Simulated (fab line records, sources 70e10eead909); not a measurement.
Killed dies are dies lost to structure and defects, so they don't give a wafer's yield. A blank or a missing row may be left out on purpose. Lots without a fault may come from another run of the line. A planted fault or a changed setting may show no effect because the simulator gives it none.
fab line records | flow nand_harc
record lots=6 wafers=18 last_day=24
route steps=1159 shown P_STI@109 P_GATE@110
lots that met no fault: from a run of the same line without faults
start_h: hours from the record's first day to the start of the lot's first wafer shown | wait_h: hours since the lot's step before | " the same as in the row above | L1.1+2: a row that stands for several wafers | - no value, or no start given | * or withheld: withheld | < > ~ a bound
route shown NAME@n: a module of which the file shows steps, and the number in the route of the first | usual: mean/standard deviation of fault-free wafers | same: alike in all rows | chamber/n: place in a boat | sites: the reading at each site | _std_site: their standard deviation | _edge_site: outer sites' mean less inner sites' | radius_mm: how far each site lies from the wafer's centre | mask NAME#n: copy n | behind: the tool/chamber that last shaped the wafer | hold: why the lot was held/for how many hours/how that ended | device: the transistor (n, p or np) that didn't switch | end of line: the same wafers' tests at the end of the route | a step without rows: its recipe alone | killed: dies lost to structure and defects at the first sort, not the wafer's yield | map: a wafer's dies, x killed, . not, _ none there
set.NAME: the setting as run; set.NAME@STEP: as run at that earlier step | model.NAME: the simulator's own value behind a step, which no gauge read
lots at some steps of the route; a table a step, a row a wafer
services: from which hour (start_h, from the record's first day; less than 0 if before it) a tool's chamber was out of use, for how many hours, and why
## steps
# step NHARC_P_STI_INSPECT_25
# usual raw_defect_count=243/94
# columns lot.wafer tool chamber start_h wait_h raw_defect_count
L759.1 defect_inspect-01 - 117.49 0.4 206
L759.2 " - " " 167
L759.5 " - " " 255
L762.3 defect_inspect-02 - 136.93 0.4 163
L762.4 " - " " 137
L762.6 " - " " 132
L764.1 defect_inspect-02 - 141.74 0.4 225
L764.5 " - " " 182
L764.6 " - " " 246
L770.1 defect_inspect-02 - 172.36 0.4 234
L770.3 " - " " 231
L770.6 " - " " 144
L771.1 defect_inspect-01 - 181.00 0.4 256
L771.4 " - " " 233
L771.6 " - " " 294
L772.2 defect_inspect-02 - 188.36 0.4 297
L772.3 " - " " 460
L772.5 " - " " 299
# step NHARC_P_GATE_ETCH_69
# recipe target_depth_a=140 chemistry=dHF material=SiO2
# step NHARC_P_GATE_PRECLEAN_70
# recipe time_s=* temp_c=50 bath_age_min=0 chemistry=SC1
# step NHARC_P_GATE_SRD_01
# step NHARC_P_GATE_OXIDE_02
# recipe target_thk_a=375 temp_c=950 p_h2o_torr=720 ox_time_s=365 material=SiO2
# step NHARC_P_GATE_DEHYDRATE_03
# recipe temp_c=150 time_s=120
# step NHARC_P_GATE_HMDS_04
# recipe time_s=30
# step NHARC_P_GATE_COAT_05
# recipe spin_rpm=4690
# step NHARC_P_GATE_SOFTBAKE_06
# recipe temp_c=122 time_s=95
# step NHARC_P_GATE_EBR_07
# step NHARC_P_GATE_EXPOSE_08
# recipe na=0.6 dose_mj=16.75 mask_id=P_HV
# step NHARC_P_GATE_PEB_09
# recipe peb_temp_c=118 peb_time_s=85
# step NHARC_P_GATE_DEVELOP_10
# recipe time_s=70
# usual chill_plate_temp_C=22.99/0.1 exhaust_pa=45.1/0.87
# columns lot.wafer tool chamber start_h wait_h chill_plate_temp_C exhaust_pa
L759.1 litho_track-07 0 125 - 22.84 44.1
L759.2 " 0 " " 23.03 43.4
L759.5 " 0 " " 22.94 43.5
L762.3 litho_track-05 - 145 - - -
L762.4 " - " " - -
L762.6 " - " " - -
L764.1 litho_track-05 - 149 - - -
L764.5 " - " " - -
L764.6 " - " " - -
L770.1 litho_track-05 0 180 - 22.93 44.1
L770.3 " 0 " " 22.88 45.4
L770.6 " 0 " " 22.99 44.1
L771.1 litho_track-03 0 189 - 22.93 44.9
L771.4 " 0 " " 22.94 44.8
L771.6 " 0 " " 22.87 43.5
L772.2 litho_track-03 0 196 - 23.02 45.2
L772.3 " 0 " " 22.99 43.6
L772.5 " 0 " " 23.07 45.2
## services
# columns tool chamber start_h hours kind
litho_track-07 - 189.00 7.0 pm
## key
first_sign step=NHARC_P_GATE_DEVELOP_10 reading=tool_record direction=missing
effect none on later readings
met_at NHARC_P_GATE_DEVELOP_10
struck_wafers L762.3,L762.4,L762.6,L764.1,L764.5,L764.6
later_rows_left_out L762.3,L762.4,L762.6,L764.1,L764.5,L764.6
sort_left_out L762.3,L762.4,L762.6,L764.1,L764.5,L764.6
tester_left_out L762,L764
fault kind=skipped_step_whole tool=litho_track-05 chamber=- onset_h=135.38 steps=NHARC_P_GATE_DEVELOP_10 scope=struck_lots_only
# tester_left_out: of these lots the tester's yield and bins aren't shown, on N5 and GAA mostly nor the transistor test; their killed dies are dies lost to structure and defects alone, not to doping, threshold or leakage, so they don't give the yield
# sort_left_out: the simulated sort isn't trusted on such a fault, so these wafers' sort isn't shown, and their yield isn't known
# later_rows_left_out: the simulator's readings of these wafers behind a module that went badly wrong aren't trusted and aren't shown, but for the sort
